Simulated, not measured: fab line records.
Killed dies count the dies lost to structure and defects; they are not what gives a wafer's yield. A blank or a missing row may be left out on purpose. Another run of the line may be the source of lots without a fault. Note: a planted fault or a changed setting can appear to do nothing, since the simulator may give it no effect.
Lot-split experiment | flow n5_finfet | 21 wafers read from 7 lots, route of 1938 steps

THE SPLIT
At N5_BEOL_M2_ETCH_69 (etches SiARC in CF4, target depth 15.6 nm, time 26 s), the setting bias_w was moved away from the recipe's 36 W on 6 of the 21 wafers read, by -15.4% to +12.7%. For the rest of the wafers, this setting stayed at what the recipe calls for.

The reading comes from the split's own step.

THE READING
rf_vpp_V, in V, at N5_BEOL_M2_ETCH_69 (etches SiARC in CF4, target depth 15.6 nm, time 26 s). Fault-free wafers of this fab line usually give 184.3 V, standard deviation 1.2 V.

wafer  | tool, chamber at the split | bias_w as run, W | against the recipe | rf_vpp_V, V | against lot-mates on the recipe
L079.1 | rie_diel-04, 0             | 36               | recipe             | 184.1       | -
L079.3 | rie_diel-04, 3             | 36               | recipe             | 184.3       | -
L079.4 | rie_diel-04, 2             | 30.47            | -15.4%             | 165.9       | -18.3
L080.2 | rie_diel-02, 0             | 36               | recipe             | 183.4       | -
L080.4 | rie_diel-02, 2             | 36               | recipe             | 185.1       | -
L080.5 | rie_diel-02, 0             | 36               | recipe             | 186.0       | -
L083.1 | rie_diel-03, 0             | 40.21            | +11.7%             | 197.6       | +12.7
L083.3 | rie_diel-03, 2             | 36               | recipe             | 184.9       | -
L083.5 | rie_diel-03, 3             | 40.21            | +11.7%             | 198.8       | +13.9
L082.1 | rie_diel-04, 1             | 36               | recipe             | 184.5       | -
L082.5 | rie_diel-04, 3             | 36               | recipe             | 184.2       | -
L082.6 | rie_diel-04, 2             | 36               | recipe             | 185.0       | -
L092.2 | rie_diel-03, 0             | 40.57            | +12.7%             | 198.5       | +15.7
L092.4 | rie_diel-03, 1             | 36               | recipe             | 182.8       | -
L092.5 | rie_diel-03, 0             | 40.57            | +12.7%             | 199.5       | +16.7
L094.3 | rie_diel-02, 3             | 36               | recipe             | 183.0       | -
L094.4 | rie_diel-02, 0             | 31.98            | -11.2%             | 170.2       | -12.7
L094.6 | rie_diel-02, 1             | 36               | recipe             | 182.8       | -
L096.1 | rie_diel-04, 2             | 36               | recipe             | 185.7       | -
L096.4 | rie_diel-04, 3             | 36               | recipe             | 183.7       | -
L096.6 | rie_diel-04, 1             | 36               | recipe             | 185.7       | -

THE FIT
A straight line over all 21 wafers: rf_vpp_V changes by +1.19 V for each +1% of bias_w; r = +0.99; the points scatter about the line by 0.97 V.
The same after taking each lot's own level away (the mean of its wafers on the recipe; 21 wafers): +1.2 V for each +1%; r = +1.00; scatter 0.76 V.
On that fit, the largest move of bias_w shifts the reading by 18 V.
Across the lots, their own levels run from 182.80 to 185.03 V, a range of 1.9 times the standard deviation given above.
The two slopes are in agreement: the lot-to-lot level therefore moves the slope only a little.
Check: -18.3 V against its lot-mates is what the line predicts for one of the wafers moved furthest among these (-15.4%) when that wafer is left out of the fit. It came out at -18.3 V against them.
Tool readings at the split's step, against how far the setting was moved: rf_vpp_V r = +0.99.

OTHER SPLITS APPLIED TO THESE WAFERS
These wafers also went through other splits before the reading. Each is held against what the fit with the lots' levels taken away leaves over:
other split on the same wafers | wafers away from the commonest value | r with rf_vpp_V (lot level and that fit taken away)
N5_BEOL_M1_EXPOSE_08 dose_mj   | 8                                    | -0.33
N5_BEOL_M1_ETCH_64 source_w    | 9                                    | -0.10
N5_BEOL_M2_COAT_76 spin_rpm    | 9                                    | +0.07

THE FILE'S OWN FIT
rf_vpp_V changes by +1.19 V for each +1% of bias_w, r = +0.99.
